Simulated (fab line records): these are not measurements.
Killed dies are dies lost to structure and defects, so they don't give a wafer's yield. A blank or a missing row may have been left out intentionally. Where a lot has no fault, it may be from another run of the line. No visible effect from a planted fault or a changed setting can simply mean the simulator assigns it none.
Which tool did it? :: flow nand_harc :: Sampling: 12 lots, 36 wafers, 4 of 1302 route steps

WHAT EACH GAUGE READ, for each wafer
NHARC_A_M1_OVL_MEAS_10: pitch 240 nm.
lot: L075
measured: day 23 14:13
on: overlay-01
overlay_x_nm (nm): -1.2 -1.2 -0.2

lot: L076
measured: day 24 06:31
on: overlay-02
overlay_x_nm (nm): -0.7 -0.4 -0.3

lot: L079
measured: day 25 01:08
on: overlay-02
overlay_x_nm (nm): 1.5 1.2 2.2

lot: L081
measured: day 26 01:11
on: overlay-01
overlay_x_nm (nm): 1.1 1.1 1.8

lot: L083
measured: day 26 20:08
on: overlay-02
overlay_x_nm (nm): 0.2 0.6 0.5

lot: L084
measured: day 27 09:30
on: overlay-02
overlay_x_nm (nm): -1.0 -0.5 -1.1

lot: L087
measured: day 28 20:49
on: overlay-02
overlay_x_nm (nm): -1.5 -1.0 -1.5

lot: L088
measured: day 29 05:20
on: overlay-01
overlay_x_nm (nm): 0.0 -0.3 0.2

lot: L091
measured: day 29 14:19
on: overlay-02
overlay_x_nm (nm): -0.2 0.2 -0.2

lot: L094
measured: day 30 21:05
on: overlay-02
overlay_x_nm (nm): 0.6 0.3 -0.3

lot: L095
measured: day 31 21:40
on: overlay-01
overlay_x_nm (nm): -0.3 -0.3 0.1

lot: L097
measured: day 32 06:58
on: overlay-02
overlay_x_nm (nm): 1.2 1.0 1.1

EACH LOT AND THE TOOL THAT RAN IT (in order: tool; ch and the chambers of the sampled wafers; start)
lot: L075
NHARC_A_BLC_PVD_32: pvd_sputter-01, day 23 12:50 or earlier
NHARC_A_M0_PVD_20: pvd_sputter-02, day 23 12:50 or earlier
NHARC_A_M0_PRE_CLEAN_31: pecvd-04 ch 0,1,2, day 23 12:50

lot: L076
NHARC_A_BLC_PVD_32: pvd_sputter-02, day 24 05:05 or earlier
NHARC_A_M0_PVD_20: pvd_sputter-01, day 24 05:05 or earlier
NHARC_A_M0_PRE_CLEAN_31: pecvd-04 ch 0,1, day 24 05:05

lot: L079
NHARC_A_BLC_PVD_32: pvd_sputter-02, day 24 23:38 or earlier
NHARC_A_M0_PVD_20: pvd_sputter-02, day 24 23:38 or earlier
NHARC_A_M0_PRE_CLEAN_31: pecvd-03 ch 1,2, day 24 23:38

lot: L081
NHARC_A_BLC_PVD_32: pvd_sputter-02, day 25 23:46 or earlier
NHARC_A_M0_PVD_20: pvd_sputter-01, day 25 23:46 or earlier
NHARC_A_M0_PRE_CLEAN_31: pecvd-04 ch 0,1, day 25 23:46

lot: L083
NHARC_A_BLC_PVD_32: pvd_sputter-01, day 26 18:44 or earlier
NHARC_A_M0_PVD_20: pvd_sputter-03, day 26 18:44 or earlier
NHARC_A_M0_PRE_CLEAN_31: pecvd-03 ch 1,2, day 26 18:44

lot: L084
NHARC_A_BLC_PVD_32: pvd_sputter-01, day 27 08:07 or earlier
NHARC_A_M0_PVD_20: pvd_sputter-02, day 27 08:07 or earlier
NHARC_A_M0_PRE_CLEAN_31: pecvd-03 ch 0,2, day 27 08:07

lot: L087
NHARC_A_BLC_PVD_32: pvd_sputter-01, day 28 19:25 or earlier
NHARC_A_M0_PVD_20: pvd_sputter-01, day 28 19:25 or earlier
NHARC_A_M0_PRE_CLEAN_31: pecvd-03 ch 1,2, day 28 19:25

lot: L088
NHARC_A_BLC_PVD_32: pvd_sputter-03, day 29 03:56 or earlier
NHARC_A_M0_PVD_20: pvd_sputter-03, day 29 03:56 or earlier
NHARC_A_M0_PRE_CLEAN_31: pecvd-04 ch 1,2, day 29 03:56

lot: L091
NHARC_A_BLC_PVD_32: pvd_sputter-02, day 29 12:55 or earlier
NHARC_A_M0_PVD_20: pvd_sputter-01, day 29 12:55 or earlier
NHARC_A_M0_PRE_CLEAN_31: pecvd-02 ch 0,1, day 29 12:55

lot: L094
NHARC_A_BLC_PVD_32: pvd_sputter-01, day 30 19:41 or earlier
NHARC_A_M0_PVD_20: pvd_sputter-02, day 30 19:41 or earlier
NHARC_A_M0_PRE_CLEAN_31: pecvd-04 ch 0,1,2, day 30 19:41

lot: L095
NHARC_A_BLC_PVD_32: pvd_sputter-03, day 31 20:16 or earlier
NHARC_A_M0_PVD_20: pvd_sputter-01, day 31 20:16 or earlier
NHARC_A_M0_PRE_CLEAN_31: pecvd-04 ch 0,1, day 31 20:16

lot: L097
NHARC_A_BLC_PVD_32: pvd_sputter-01, day 32 05:32 or earlier
NHARC_A_M0_PVD_20: pvd_sputter-02, day 32 05:32 or earlier
NHARC_A_M0_PRE_CLEAN_31: pecvd-02 ch 0,1,2, day 32 05:32
- NHARC_A_BLC_PVD_32: deposits Ti, target thk 5 nm, time 17.7 s.
- NHARC_A_M0_PVD_20: deposits TaN, target thk 5 nm, time 8.06 s.
- NHARC_A_M0_PRE_CLEAN_31: time 12 s.

THE ANSWER, worked out from the rows above alone
Rule: the usual values come from the lots themselves. The widest of any qualifying gaps counts: lots, ordered by their means at a reading, are off when they make up no more than a third of the lots, leave a main group of 4 or more, and stand apart from it by 3 or more times the standard deviation of that group's means. If all means in a main group match to the digits the tables above print for the reading, that group is not used. Also off: a lot with no number at a reading for which 4 or more lots have one. Where the step has rows for the other lots, those lots are counted as sound.
None of the lots is off at any reading shown; this tells nothing.

WHAT THE SIMULATOR HAD INSERTED
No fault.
